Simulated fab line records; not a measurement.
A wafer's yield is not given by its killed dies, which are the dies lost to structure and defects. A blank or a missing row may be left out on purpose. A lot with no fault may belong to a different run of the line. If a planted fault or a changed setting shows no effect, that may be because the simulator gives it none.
fab line records / flow nandHarc / part 2 of 2: steps 27 to 42 of 42
[record] lots = 5 wafers = 15 lastDay = 24
route steps=1159 shown P_STI@81 P_GATE@110
lots with no fault: from the same line, run without faults
startH: hours from the record's opening day to when the first of the lot's shown wafers began / waitH: hours since the lot's step before / " same as the row above / L1.1+2: one row covering several wafers at once / - no value present, or no start provided / * or withheld: withheld / < > ~ a bound
route shown NAME@n: names a module that has steps shown in the file, with the first one's number in the route / usual: mean/standard deviation of fault-free wafers / same: alike in all rows / chamber/n: place in a boat / sites: the reading at each site / _std_site: standard deviation across them / _edge_site: the outer-site mean with the inner-site mean subtracted / radiusMm: for every site, how far away it sits from the centre of the wafer / mask NAME#n: copy n / behind: the last tool/chamber to shape the wafer / hold: reason for holding the lot/hours on hold/outcome of the hold / device: names the non-switching transistor (n, p or np) / end of line: the tests these same wafers got at the end of their route / a step without rows: its recipe alone / killed: dies that structure and defects cost at the first sort, which is not the same as the wafer's yield / map: per-die view of a wafer (x killed, . not killed, _ where there is no die)
set.NAME: the run value of the setting; set.NAME@STEP: its run value at that earlier step / model.NAME: the simulator's own value behind a step, which no gauge read
lots at selected steps of the route; one table per step, one row per wafer
services: from which hour (startH, from the record's first day; less than 0 if before it) a tool's chamber was out of use, for how many hours, and why
[[steps]]
[step NHARC_P_STI_OXIDE_40]
[recipe] targetThkA = 100 tempC = 900 oxTimeS = 1362 material = SiO2
[usual] spikeTcUpperC = 900.1/1.2 zonePowerCentrePct = 17.5/1.3
lot.wafer=L080.1 tool=furnace-02 chamber=0 startH=96.58 waitH=- spikeTcUpperC=898.6 zonePowerCentrePct=19.3
lot.wafer=L080.5 tool=furnace-02 chamber=0 startH=96.58 waitH=- spikeTcUpperC=898.3 zonePowerCentrePct=19.5
lot.wafer=L080.6 tool=furnace-02 chamber=0 startH=96.58 waitH=- spikeTcUpperC=898.7 zonePowerCentrePct=19.4
lot.wafer=L088.3 tool=furnace-02 chamber=0 startH=146.30 waitH=- spikeTcUpperC=898.6 zonePowerCentrePct=19.3
lot.wafer=L088.5 tool=furnace-02 chamber=0 startH=146.30 waitH=- spikeTcUpperC=898.3 zonePowerCentrePct=19.7
lot.wafer=L088.6 tool=furnace-02 chamber=0 startH=146.30 waitH=- spikeTcUpperC=899.0 zonePowerCentrePct=19.4
lot.wafer=L089.1 tool=furnace-02 chamber=0 startH=152.94 waitH=- spikeTcUpperC=899.7 zonePowerCentrePct=19.9
lot.wafer=L089.3 tool=furnace-02 chamber=0 startH=152.94 waitH=- spikeTcUpperC=898.8 zonePowerCentrePct=20.1
lot.wafer=L089.6 tool=furnace-02 chamber=0 startH=152.94 waitH=- spikeTcUpperC=898.6 zonePowerCentrePct=19.6
lot.wafer=L095.1 tool=furnace-02 chamber=0 startH=186.64 waitH=- spikeTcUpperC=898.8 zonePowerCentrePct=19.6
lot.wafer=L095.2 tool=furnace-02 chamber=0 startH=186.64 waitH=- spikeTcUpperC=897.6 zonePowerCentrePct=19.5
lot.wafer=L095.4 tool=furnace-02 chamber=0 startH=186.64 waitH=- spikeTcUpperC=898.3 zonePowerCentrePct=19.3
lot.wafer=L097.1 tool=furnace-03 chamber=0 startH=198.88 waitH=- spikeTcUpperC=901.2 zonePowerCentrePct=16.4
lot.wafer=L097.2 tool=furnace-03 chamber=0 startH=198.88 waitH=- spikeTcUpperC=899.7 zonePowerCentrePct=16.4
lot.wafer=L097.6 tool=furnace-03 chamber=0 startH=198.88 waitH=- spikeTcUpperC=902.7 zonePowerCentrePct=16.5
[step NHARC_P_STI_INSPECT_25]
[usual] rawDefectCount = 234/90
lot.wafer=L080.1 tool=defectInspect-01 chamber=- startH=100.64 waitH=0.4 rawDefectCount=266
lot.wafer=L080.5 tool=defectInspect-01 chamber=- startH=100.64 waitH=0.4 rawDefectCount=227
lot.wafer=L080.6 tool=defectInspect-01 chamber=- startH=100.64 waitH=0.4 rawDefectCount=128
lot.wafer=L088.3 tool=defectInspect-02 chamber=- startH=150.30 waitH=0.4 rawDefectCount=160
lot.wafer=L088.5 tool=defectInspect-02 chamber=- startH=150.30 waitH=0.4 rawDefectCount=208
lot.wafer=L088.6 tool=defectInspect-02 chamber=- startH=150.30 waitH=0.4 rawDefectCount=121
lot.wafer=L089.1 tool=defectInspect-01 chamber=- startH=156.99 waitH=0.4 rawDefectCount=372
lot.wafer=L089.3 tool=defectInspect-01 chamber=- startH=156.99 waitH=0.4 rawDefectCount=238
lot.wafer=L089.6 tool=defectInspect-01 chamber=- startH=156.99 waitH=0.4 rawDefectCount=283
lot.wafer=L095.1 tool=defectInspect-02 chamber=- startH=190.77 waitH=0.4 rawDefectCount=186
lot.wafer=L095.2 tool=defectInspect-02 chamber=- startH=190.77 waitH=0.4 rawDefectCount=173
lot.wafer=L095.4 tool=defectInspect-02 chamber=- startH=190.77 waitH=0.4 rawDefectCount=186
lot.wafer=L097.1 tool=defectInspect-01 chamber=- startH=202.96 waitH=0.4 rawDefectCount=344
lot.wafer=L097.2 tool=defectInspect-01 chamber=- startH=202.96 waitH=0.4 rawDefectCount=221
lot.wafer=L097.6 tool=defectInspect-01 chamber=- startH=202.96 waitH=0.4 rawDefectCount=191
[step NHARC_P_GATE_ETCH_69]
[recipe] targetDepthA = 140 chemistry = dHF material = SiO2
lot.wafer=L080.6+5+1 tool=wetBench-03 chamber=5,0,2 startH=100.69 waitH=0.0
lot.wafer=L088.5+3+6 tool=wetBench-06 chamber=5,6,7 startH=150.39 waitH=0.1
lot.wafer=L089.6+1+3 tool=wetBench-06 chamber=4,5,0 startH=157.06 waitH=0.1
lot.wafer=L095.1+2+4 tool=wetBench-05 chamber=7,0,1 startH=190.84 waitH=0.1
lot.wafer=L097.2+1+6 tool=wetBench-06 chamber=3,5,0 startH=203.06 waitH=0.1
[step NHARC_P_GATE_PRECLEAN_70]
[recipe] timeS = * tempC = 50 bathAgeMin = 0 chemistry = SC1
[usual] sc1H2o2EndMolL = 0.3698/0.00066
lot.wafer=L080.6 tool=wetBench-03 chamber=5 startH=100.79 waitH=0.1 sc1H2o2EndMolL=0.3697
lot.wafer=L080.5 tool=wetBench-03 chamber=0 startH=100.79 waitH=0.1 sc1H2o2EndMolL=0.3694
lot.wafer=L080.1 tool=wetBench-03 chamber=2 startH=100.79 waitH=0.1 sc1H2o2EndMolL=0.3690
lot.wafer=L088.5 tool=wetBench-06 chamber=5 startH=150.45 waitH=0.1 sc1H2o2EndMolL=0.3690
lot.wafer=L088.3 tool=wetBench-06 chamber=6 startH=150.45 waitH=0.1 sc1H2o2EndMolL=0.3706
lot.wafer=L088.6 tool=wetBench-06 chamber=7 startH=150.45 waitH=0.1 sc1H2o2EndMolL=0.3698
lot.wafer=L089.6 tool=wetBench-06 chamber=4 startH=157.14 waitH=0.1 sc1H2o2EndMolL=0.3697
lot.wafer=L089.1 tool=wetBench-06 chamber=5 startH=157.14 waitH=0.1 sc1H2o2EndMolL=0.3695
lot.wafer=L089.3 tool=wetBench-06 chamber=0 startH=157.14 waitH=0.1 sc1H2o2EndMolL=0.3702
lot.wafer=L095.1 tool=wetBench-05 chamber=7 startH=190.92 waitH=0.1 sc1H2o2EndMolL=0.3702
lot.wafer=L095.2 tool=wetBench-05 chamber=0 startH=190.92 waitH=0.1 sc1H2o2EndMolL=0.3703
lot.wafer=L095.4 tool=wetBench-05 chamber=1 startH=190.92 waitH=0.1 sc1H2o2EndMolL=0.3697
lot.wafer=L097.2 tool=wetBench-06 chamber=3 startH=203.15 waitH=0.1 sc1H2o2EndMolL=0.3702
lot.wafer=L097.1 tool=wetBench-06 chamber=5 startH=203.15 waitH=0.1 sc1H2o2EndMolL=0.3688
lot.wafer=L097.6 tool=wetBench-06 chamber=0 startH=203.15 waitH=0.1 sc1H2o2EndMolL=0.3704
[step NHARC_P_GATE_SRD_01]
lot.wafer=L080.6+5+1 tool=wetBench-03 chamber=5,0,2 startH=- waitH=-
lot.wafer=L088.5+3+6 tool=wetBench-06 chamber=5,6,7 startH=- waitH=-
lot.wafer=L089.6+1+3 tool=wetBench-06 chamber=4,5,0 startH=- waitH=-
lot.wafer=L095.1+2+4 tool=wetBench-05 chamber=7,0,1 startH=- waitH=-
lot.wafer=L097.2+1+6 tool=wetBench-06 chamber=3,5,0 startH=- waitH=-
[step NHARC_P_GATE_OXIDE_02]
[recipe] targetThkA = 375 tempC = 950 pH2oTorr = 720 oxTimeS = 365 material = SiO2
[usual] spikeTcUpperC = 950.9/1 zonePowerCentrePct = 21.6/1.7
lot.wafer=L080.1 tool=furnace-07 chamber=0 startH=103.70 waitH=- spikeTcUpperC=949.8 zonePowerCentrePct=23.0
lot.wafer=L080.5 tool=furnace-07 chamber=0 startH=103.70 waitH=- spikeTcUpperC=950.8 zonePowerCentrePct=23.2
lot.wafer=L080.6 tool=furnace-07 chamber=0 startH=103.70 waitH=- spikeTcUpperC=951.7 zonePowerCentrePct=22.8
lot.wafer=L088.3 tool=furnace-07 chamber=0 startH=153.35 waitH=- spikeTcUpperC=949.9 zonePowerCentrePct=23.1
lot.wafer=L088.5 tool=furnace-07 chamber=0 startH=153.35 waitH=- spikeTcUpperC=951.3 zonePowerCentrePct=23.0
lot.wafer=L088.6 tool=furnace-07 chamber=0 startH=153.35 waitH=- spikeTcUpperC=948.4 zonePowerCentrePct=23.3
lot.wafer=L089.1 tool=furnace-08 chamber=0 startH=160.27 waitH=- spikeTcUpperC=949.2 zonePowerCentrePct=18.9
lot.wafer=L089.3 tool=furnace-08 chamber=0 startH=160.27 waitH=- spikeTcUpperC=951.0 zonePowerCentrePct=19.3
lot.wafer=L089.6 tool=furnace-08 chamber=0 startH=160.27 waitH=- spikeTcUpperC=951.7 zonePowerCentrePct=19.4
lot.wafer=L095.1 tool=furnace-01 chamber=0 startH=194.05 waitH=- spikeTcUpperC=953.0 zonePowerCentrePct=20.5
lot.wafer=L095.2 tool=furnace-01 chamber=0 startH=194.05 waitH=- spikeTcUpperC=951.3 zonePowerCentrePct=20.3
lot.wafer=L095.4 tool=furnace-01 chamber=0 startH=194.05 waitH=- spikeTcUpperC=951.9 zonePowerCentrePct=20.6
lot.wafer=L097.1 tool=furnace-07 chamber=0 startH=206.00 waitH=- spikeTcUpperC=950.6 zonePowerCentrePct=23.1
lot.wafer=L097.2 tool=furnace-07 chamber=0 startH=206.00 waitH=- spikeTcUpperC=952.0 zonePowerCentrePct=23.1
lot.wafer=L097.6 tool=furnace-07 chamber=0 startH=206.00 waitH=- spikeTcUpperC=951.7 zonePowerCentrePct=23.2
[step NHARC_P_GATE_DEHYDRATE_03]
[recipe] tempC = 150 timeS = 120
lot.wafer=L080.1+5+6 tool=lithoTrack-05 chamber=0 startH=108.27 waitH=0.4
lot.wafer=L088.3+5+6 tool=lithoTrack-05 chamber=0 startH=157.96 waitH=0.4
lot.wafer=L089.1+3+6 tool=lithoTrack-07 chamber=0 startH=164.83 waitH=0.4
lot.wafer=L095.1+2+4 tool=lithoTrack-03 chamber=0 startH=198.66 waitH=0.4
lot.wafer=L097.1+2+6 tool=lithoTrack-05 chamber=0 startH=210.56 waitH=0.4
[step NHARC_P_GATE_HMDS_04]
[recipe] timeS = 30
lot.wafer=L080.1+5+6 tool=lithoTrack-05 chamber=0 startH=- waitH=-
lot.wafer=L088.3+5+6 tool=lithoTrack-05 chamber=0 startH=- waitH=-
lot.wafer=L089.1+3+6 tool=lithoTrack-07 chamber=0 startH=- waitH=-
lot.wafer=L095.1+2+4 tool=lithoTrack-03 chamber=0 startH=- waitH=-
lot.wafer=L097.1+2+6 tool=lithoTrack-05 chamber=0 startH=- waitH=-
[step NHARC_P_GATE_COAT_05]
[recipe] spinRpm = 4690
lot.wafer=L080.1+5+6 tool=lithoTrack-05 chamber=0 startH=- waitH=-
lot.wafer=L088.3+5+6 tool=lithoTrack-05 chamber=0 startH=- waitH=-
lot.wafer=L089.1+3+6 tool=lithoTrack-07 chamber=0 startH=- waitH=-
lot.wafer=L095.1+2+4 tool=lithoTrack-03 chamber=0 startH=- waitH=-
lot.wafer=L097.1+2+6 tool=lithoTrack-05 chamber=0 startH=- waitH=-
[step NHARC_P_GATE_SOFTBAKE_06]
[recipe] tempC = 122 timeS = 95
lot.wafer=L080.1+5+6 tool=lithoTrack-05 chamber=0 startH=- waitH=-
lot.wafer=L088.3+5+6 tool=lithoTrack-05 chamber=0 startH=- waitH=-
lot.wafer=L089.1+3+6 tool=lithoTrack-07 chamber=0 startH=- waitH=-
lot.wafer=L095.1+2+4 tool=lithoTrack-03 chamber=0 startH=- waitH=-
lot.wafer=L097.1+2+6 tool=lithoTrack-05 chamber=0 startH=- waitH=-
[step NHARC_P_GATE_EBR_07]
lot.wafer=L080.1+5+6 tool=lithoTrack-05 chamber=0 startH=- waitH=-
lot.wafer=L088.3+5+6 tool=lithoTrack-05 chamber=0 startH=- waitH=-
lot.wafer=L089.1+3+6 tool=lithoTrack-07 chamber=0 startH=- waitH=-
lot.wafer=L095.1+2+4 tool=lithoTrack-03 chamber=0 startH=- waitH=-
lot.wafer=L097.1+2+6 tool=lithoTrack-05 chamber=0 startH=- waitH=-
[step NHARC_P_GATE_EXPOSE_08]
[recipe] na = 0.6 doseMj = 16.75 maskId = P_HV
[same] na = 0.6
lot.wafer=L080.1+5+6 tool=krfScanner-02 chamber=0 startH=108.41 waitH=- mask=P_HV#0
lot.wafer=L088.3+5+6 tool=krfScanner-02 chamber=0 startH=158.24 waitH=- mask=P_HV#0
lot.wafer=L089.1+3+6 tool=krfScanner-04 chamber=0 startH=165.11 waitH=- mask=P_HV#0
lot.wafer=L095.1+2+4 tool=krfScanner-04 chamber=0 startH=198.81 waitH=- mask=P_HV#0
lot.wafer=L097.1+2+6 tool=krfScanner-04 chamber=0 startH=210.83 waitH=- mask=P_HV#0
[step NHARC_P_GATE_PEB_09]
[recipe] pebTempC = 118 pebTimeS = 85
lot.wafer=L080.1+5+6 tool=lithoTrack-07 chamber=0 startH=108.48 waitH=0.1
lot.wafer=L088.3+5+6 tool=lithoTrack-03 chamber=0 startH=158.30 waitH=0.1
lot.wafer=L089.1+3+6 tool=lithoTrack-07 chamber=0 startH=165.18 waitH=0.1
lot.wafer=L095.1+2+4 tool=lithoTrack-05 chamber=0 startH=198.87 waitH=0.1
lot.wafer=L097.1+2+6 tool=lithoTrack-05 chamber=0 startH=210.90 waitH=0.1
[step NHARC_P_GATE_DEVELOP_10]
[recipe] timeS = 70
lot.wafer=L080.1+5+6 tool=lithoTrack-07 chamber=0 startH=- waitH=-
lot.wafer=L088.3+5+6 tool=lithoTrack-03 chamber=0 startH=- waitH=-
lot.wafer=L089.1+3+6 tool=lithoTrack-07 chamber=0 startH=- waitH=-
lot.wafer=L095.1+2+4 tool=lithoTrack-05 chamber=0 startH=- waitH=-
lot.wafer=L097.1+2+6 tool=lithoTrack-05 chamber=0 startH=- waitH=-
[step NHARC_P_GATE_CD_MEAS_11]
[recipe] targetCdNm = 1640 landingEnergyEv = 500
[usual] cdNm = 1640.9/1.8
lot.wafer=L080.1 tool=cdSem-02 chamber=0 startH=108.57 waitH=- cdNm=1643.8
lot.wafer=L080.5 tool=cdSem-02 chamber=0 startH=108.57 waitH=- cdNm=1639.4
lot.wafer=L080.6 tool=cdSem-02 chamber=0 startH=108.57 waitH=- cdNm=1641.7
lot.wafer=L088.3 tool=cdSem-02 chamber=0 startH=158.39 waitH=- cdNm=1639.5
lot.wafer=L088.5 tool=cdSem-02 chamber=0 startH=158.39 waitH=- cdNm=1640.1
lot.wafer=L088.6 tool=cdSem-02 chamber=0 startH=158.39 waitH=- cdNm=1639.9
lot.wafer=L089.1 tool=cdSem-02 chamber=0 startH=165.27 waitH=- cdNm=1641.7
lot.wafer=L089.3 tool=cdSem-02 chamber=0 startH=165.27 waitH=- cdNm=1641.7
lot.wafer=L089.6 tool=cdSem-02 chamber=0 startH=165.27 waitH=- cdNm=1639.5
lot.wafer=L095.1 tool=cdSem-03 chamber=0 startH=198.96 waitH=- cdNm=1638.1
lot.wafer=L095.2 tool=cdSem-03 chamber=0 startH=198.96 waitH=- cdNm=1639.1
lot.wafer=L095.4 tool=cdSem-03 chamber=0 startH=198.96 waitH=- cdNm=1642.2
lot.wafer=L097.1 tool=cdSem-01 chamber=0 startH=210.99 waitH=- cdNm=1642.1
lot.wafer=L097.2 tool=cdSem-01 chamber=0 startH=210.99 waitH=- cdNm=1640.9
lot.wafer=L097.6 tool=cdSem-01 chamber=0 startH=210.99 waitH=- cdNm=1643.2
[step NHARC_P_GATE_HARDBAKE_12]
[recipe] tempC = 125 timeS = 80
lot.wafer=L080.1+5+6 tool=lithoTrack-05 chamber=0 startH=108.65 waitH=-
lot.wafer=L088.3+5+6 tool=lithoTrack-07 chamber=0 startH=158.47 waitH=-
lot.wafer=L089.1+3+6 tool=lithoTrack-05 chamber=0 startH=165.35 waitH=-
lot.wafer=L095.1+2+4 tool=lithoTrack-05 chamber=0 startH=199.04 waitH=-
lot.wafer=L097.1+2+6 tool=lithoTrack-07 chamber=0 startH=211.07 waitH=-
[[services]]
tool=rieDiel-05 chamber=2 startH=51.03 hours=8.2 kind=repair
tool=wetBench-04 chamber=- startH=52.75 hours=36.9 kind=repair
tool=krfScanner-04 chamber=- startH=60.81 hours=6.1 kind=repair
tool=lithoTrack-05 chamber=- startH=62.00 hours=7.0 kind=pm
tool=rieDiel-10 chamber=0 startH=68.69 hours=7.4 kind=repair
tool=rieDiel-05 chamber=0 startH=69.21 hours=5.7 kind=repair
tool=rieDiel-10 chamber=2 startH=86.53 hours=3.8 kind=repair
tool=furnace-02 chamber=- startH=108.00 hours=26.0 kind=pm
tool=rieDiel-10 chamber=- startH=110.44 hours=0.8 kind=repair
tool=hdpcvd-01 chamber=- startH=111.00 hours=13.0 kind=pm
tool=rieDiel-04 chamber=- startH=111.90 hours=9.0 kind=pm
tool=rieDiel-05 chamber=- startH=116.59 hours=0.3 kind=repair
tool=furnace-07 chamber=- startH=116.80 hours=2.6 kind=repair
tool=rieDiel-05 chamber=1 startH=124.83 hours=1.4 kind=repair
tool=krfScanner-04 chamber=- startH=126.00 hours=4.0 kind=pm
tool=wetBench-06 chamber=- startH=129.70 hours=8.0 kind=pm
tool=rieDiel-05 chamber=1 startH=130.40 hours=16.2 kind=repair
tool=wetBench-04 chamber=- startH=163.20 hours=8.0 kind=pm
tool=rieDiel-05 chamber=- startH=163.74 hours=9.0 kind=pm
tool=lithoTrack-02 chamber=- startH=165.00 hours=7.0 kind=pm
tool=wetBench-02 chamber=- startH=180.00 hours=8.0 kind=pm
tool=rieDiel-04 chamber=- startH=186.45 hours=3.6 kind=repair
tool=lithoTrack-07 chamber=- startH=189.00 hours=7.0 kind=pm
tool=furnace-06 chamber=- startH=198.37 hours=26.0 kind=pm
